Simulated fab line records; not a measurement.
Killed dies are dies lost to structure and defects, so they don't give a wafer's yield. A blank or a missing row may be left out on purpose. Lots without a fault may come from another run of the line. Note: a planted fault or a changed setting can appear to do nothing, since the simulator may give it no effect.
Chamber matching ; flow n5 finfet ; 4 sister chambers for N5_BEOL_M0_TRENCH_ETCH_107 on rie diel-06
The step etches SiOC in C4F6/O2, target depth 32.8 nm, time 16.4 s. 7 wafers are shown with their chamber, then 8 later ones without.

## EACH WAFER AND ITS CHAMBER
wafer;chamber;drypump motor current A (A);rf vpp V (V)
L081.5;3;5.3;670
L083.1;0;5.7;634
L083.3;2;5.3;643
L086.4;1;6.5;681
L086.5;2;5.4;645
L086.6;1;6.5;680
L092.1;3;5.3;670

## WAFERS WITH NO CHAMBER GIVEN
wafer;drypump motor current A (A);rf vpp V (V)
L092.4;5.4;644
L092.5;5.4;644
L091.1;5.3;668
L091.3;5.4;644
L091.4;5.3;668
L093.1;5.4;643
L093.4;5.3;669
L093.5;5.7;633

## CHAMBER TAKEN BY EACH
wafer;from the rows above;in truth
L092.4;2;2
L092.5;2;2
L091.1;3;3
L091.3;2;2
L091.4;3;3
L093.1;2;2
L093.4;3;3
L093.5;0;0
Placed correctly: 8 of 8. Left unplaced by these rows: 0. Placed wrongly: 0.
How it was worked out, from the rows above alone: a wafer's distance from a chamber is the root of the sum, over the readings, of the square of ((its reading less the chamber's mean) divided by the reading's scatter). The wafer belongs to the nearest chamber; if the next one is less than 2 further off, it can't be placed. For every chamber, the mean is computed from those of its wafers that are shown. The scatter is the square root of a quotient: the sum, over the shown wafers, of each reading's squared deviation from its chamber's mean, divided by wafers minus chambers.
